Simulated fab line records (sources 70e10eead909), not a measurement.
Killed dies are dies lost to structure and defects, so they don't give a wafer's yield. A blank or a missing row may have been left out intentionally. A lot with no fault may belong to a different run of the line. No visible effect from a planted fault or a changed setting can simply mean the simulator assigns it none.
Chamber matching | flow nand harc | 4 sister chambers for NHARC_A_STAIRCASE_DESCUM_291 on rie diel-09
The step chemistry O2, time 3 s. 4 wafers are shown with their chamber, then 7 later ones without.

WAFERS, EACH WITH ITS CHAMBER
wafer  | chamber | showerhead plenum p Torr (Torr)
L079.2 | 2       | 1.92
L079.3 | 0       | 1.82
L081.1 | 1       | 1.82
L081.3 | 3       | 1.95

WAFERS MISSING THEIR CHAMBER
wafer  | showerhead plenum p Torr (Torr)
L081.5 | 1.81
L093.2 | 1.90
L093.3 | 1.94
L093.4 | 1.81
L097.1 | 1.80
L097.2 | 1.93
L097.5 | 1.80

WHICH CHAMBER EACH WENT THROUGH
wafer  | from the rows above     | in truth
L081.5 | can't be placed: 0 or 1 | 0
L093.2 | can't be placed: 2 or 3 | 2
L093.3 | can't be placed: 3 or 2 | 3
L093.4 | can't be placed: 0 or 1 | 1
L097.1 | can't be placed: 0 or 1 | 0
L097.2 | can't be placed: 2 or 3 | 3
L097.5 | can't be placed: 0 or 1 | 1
0 of 7 placed correctly. These rows do not allow placing 7 (true chamber among the candidates in 7). Number placed wrongly: 0.
How it was worked out, from the rows above alone: a wafer's distance from a chamber is the root of the sum, over the readings, of the square of ((its reading less the chamber's mean) divided by the reading's scatter). If the next closest chamber is less than 2 further off than the closest, the wafer can't be placed; otherwise it belongs to the closest. For every chamber, the mean is computed from those of its wafers that are shown. The scatter: root of mean squared gap, hidden wafer to nearest shown wafer, with one shown wafer a chamber.
